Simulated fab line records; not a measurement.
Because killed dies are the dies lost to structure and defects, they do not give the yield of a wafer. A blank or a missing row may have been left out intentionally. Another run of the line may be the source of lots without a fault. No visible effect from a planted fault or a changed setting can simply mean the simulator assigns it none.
Matching of chambers	flow n5-finfet	pecvd-04 running N5_BEOL_M0_SAQP_PECVD_04: 3 sister chambers
The step deposits a-Si from SiH4/He, target thk 60 nm, time 60.2 s. 3 wafers are shown with their chamber, then 7 later ones without.

== WAFERS WITH THEIR CHAMBER ==
wafer	chamber	showerhead-plenum-p-Torr (Torr)
L083.4	1	5.62
L090.1	2	5.66
L090.2	0	5.53

== WAFERS WHOSE CHAMBER IS MISSING ==
wafer	showerhead-plenum-p-Torr (Torr)
L090.4	5.65
L092.1	5.67
L092.2	5.51
L092.3	5.59
L095.3	5.53
L095.4	5.59
L095.5	5.65

== EACH ONE'S CHAMBER ==
wafer	from the rows above	in truth
L090.4	can't be placed: 2 or 1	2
L092.1	2	2
L092.2	0	0
L092.3	can't be placed: 1 or 0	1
L095.3	0	0
L095.4	can't be placed: 1 or 0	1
L095.5	can't be placed: 2 or 1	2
3 of 7 placed correctly. Not placeable from these rows: 4 (in 4, the candidates include the true chamber). Placed wrongly: 0.
How it was worked out, from the rows above alone: a wafer's distance from a chamber is the root of the sum, over the readings, of the square of ((its reading less the chamber's mean) divided by the reading's scatter). The wafer belongs to the nearest chamber; if the next one is less than 2 further off, it can't be placed. For every chamber, the mean is computed from those of its wafers that are shown. The scatter (one wafer shown for each chamber): square how far every hidden wafer sits from the nearest shown wafer, average those squares and take the square root.
